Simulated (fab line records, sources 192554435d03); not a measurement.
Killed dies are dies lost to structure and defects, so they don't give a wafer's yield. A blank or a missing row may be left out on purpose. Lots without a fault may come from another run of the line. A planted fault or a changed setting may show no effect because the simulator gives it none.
Split-lot experiment | flow n5_finfet | 7 lots, 21 wafers read, on a route of 1938 steps

THE SPLIT
At N5_BEOL_M1_COAT_67 (time 60 s, resist thk 60 nm), the setting spin_rpm was moved away from the recipe's 1500 rpm on 9 of the 21 wafers read, by -5.9% to +7.9%. The other wafers ran this setting at the recipe's value.

FROM THE SPLIT TO THE READING: what the file shows between them, 7 steps
- N5_BEOL_M1_COAT_68: time 60 s, resist thk 12 nm
- N5_BEOL_M1_COAT_76: time 60 s, resist thk 5 nm
- N5_BEOL_M1_ALD_98: deposits SiO2, target thk 2.5 nm, pulse time 1 s, co reactant pulse time 1 s
- N5_BEOL_M1_ETCHBACK_99: etches SiO2 in CHF3, target depth 5 nm, time 10.4 s
- N5_BEOL_M1_ETCH_70: etches SOC in N2/H2, target depth 80 nm, overetch 16 nm, time 120 s
- N5_BEOL_M1_STRIP_71: strips in N2/H2
- N5_BEOL_M1_STRIP_78: strips in N2/H2

THE READING
SOC_of_BEOL_M1_COAT_67.thk_nm (the simulator's own value, which no gauge read), in nm, at N5_BEOL_M1_VIA_ETCH_34 (etches the open film in C4F6/O2, target depth 67.8 nm, time 64.4 s). The file gives no usual value for it. The 12 wafers here that ran the recipe average 52.1 nm, standard deviation 0.21 nm.

wafer  | tool, chamber at the split | spin_rpm as run, rpm | against the recipe | SOC_of_BEOL_M1_COAT_67.thk_nm, nm | against lot-mates on the recipe
L074.1 | litho_track-04, 0          | 1500                 | recipe             | 52.4                              | -
L074.2 | litho_track-04, 0          | 1500                 | recipe             | 52.2                              | -
L074.3 | litho_track-04, 0          | 1500                 | recipe             | 52.2                              | -
L076.2 | litho_track-05, 0          | 1500                 | recipe             | 51.8                              | -
L076.3 | litho_track-05, 0          | 1412                 | -5.9%              | 54                                | +2.2
L076.6 | litho_track-05, 0          | 1412                 | -5.9%              | 53.8                              | +2.0
L078.4 | litho_track-03, 0          | 1500                 | recipe             | 52.4                              | -
L078.5 | litho_track-03, 0          | 1500                 | recipe             | 52.2                              | -
L078.6 | litho_track-03, 0          | 1500                 | recipe             | 51.8                              | -
L080.1 | litho_track-04, 0          | 1500                 | recipe             | 51.8                              | -
L080.3 | litho_track-04, 0          | 1500                 | recipe             | 52                                | -
L080.6 | litho_track-04, 0          | 1500                 | recipe             | 52.2                              | -
L084.1 | litho_track-05, 0          | 1500                 | recipe             | 52                                | -
L084.2 | litho_track-05, 0          | 1433                 | -4.5%              | 53.6                              | +1.6
L084.4 | litho_track-05, 0          | 1433                 | -4.5%              | 53.8                              | +1.8
L089.2 | litho_track-04, 0          | 1500                 | recipe             | 52.2                              | -
L089.4 | litho_track-04, 0          | 1619                 | +7.9%              | 49.8                              | -2.4
L089.6 | litho_track-04, 0          | 1619                 | +7.9%              | 49.8                              | -2.4
L093.2 | litho_track-03, 0          | 1612                 | +7.5%              | 49.8                              | no lot-mate on the recipe
L093.5 | litho_track-03, 0          | 1612                 | +7.5%              | 50                                | no lot-mate on the recipe
L093.6 | litho_track-03, 0          | 1612                 | +7.5%              | 50.2                              | no lot-mate on the recipe

THE FIT
A straight line over all 21 wafers: SOC_of_BEOL_M1_COAT_67.thk_nm changes by -0.298 nm for each +1% of spin_rpm; r = -0.99; the points scatter about the line by 0.2 nm.
The same after taking each lot's own level away (the mean of its wafers on the recipe; 18 wafers): -0.331 nm for each +1%; r = -0.99; scatter 0.18 nm.
On that fit, the largest move of spin_rpm shifts the reading by 2.6 nm.
The lots' own levels span 51.80 to 52.27 nm, that is 2.2 times the standard deviation above.
So the lot-to-lot level changes the slope little: the two slopes agree.
Check: with one of the wafers moved furthest among these (+7.9%) left out of the fit, the line predicts -2.64 nm for it against its lot-mates. It came out at -2.4 nm against them.

OTHER SPLITS ON THESE WAFERS
These wafers also went through other splits before the reading. Each is held against what the fit with the lots' levels taken away leaves over:
other split on the same wafers      | wafers away from the commonest value | r with SOC_of_BEOL_M1_COAT_67.thk_nm (lot level and that fit taken away)
N5_HKMG_FIN_ETCH_55 time_s          | 8                                    | -0.05
N5_HKMG_FIN_PEB_10 peb_time_s       | 7                                    | -0.17
N5_HKMG_FIN_ETCH_32 bias_w          | 8                                    | +0.09
N5_GATE_CUT_CUT_ETCH_54 icp_w       | 7                                    | -0.21
N5_MOL_CONTACT_COAG_PECVD_31 temp_c | 5                                    | -0.23
N5_BEOL_M0_SAQP_PECVD_00 time_s     | 7                                    | -0.41
N5_BEOL_M0_SAQP_PECVD_97 time_s     | 8                                    | +0.32
N5_BEOL_M0_ETCH_138 bias_w          | 7                                    | -0.01
N5_BEOL_M0_ETCH_128 source_w        | 8                                    | +0.29
N5_BEOL_M1_ETCH_64 source_w         | 8                                    | +0.07

THE WHOLE CHAIN: every reading that the file lists as answering this split, in the file's order
step                   | what it does                                                        | reading                                                                        | change (the file's fit)               | r (the file's)
N5_BEOL_M1_COAT_67     | time 60 s, resist thk 60 nm                                         | SOC_of_BEOL_M1_COAT_67.thk_nm (the simulator's own value, which no gauge read) | -0.319 nm for each +1% of the setting | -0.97
N5_BEOL_M1_ETCH_70     | etches SOC in N2/H2, target depth 80 nm, overetch 16 nm, time 120 s | etch.depth_nm (the simulator's own value, which no gauge read)                 | -0.317 nm for each +1% of the setting | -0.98
N5_BEOL_M1_VIA_ETCH_34 | etches the open film in C4F6/O2, target depth 67.8 nm, time 64.4 s  | SOC_of_BEOL_M1_COAT_67.thk_nm (the simulator's own value, which no gauge read) | -0.332 nm for each +1% of the setting | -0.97

THE FILE'S OWN FIT
SOC_of_BEOL_M1_COAT_67.thk_nm changes by -0.332 nm for each +1% of spin_rpm, r = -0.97.
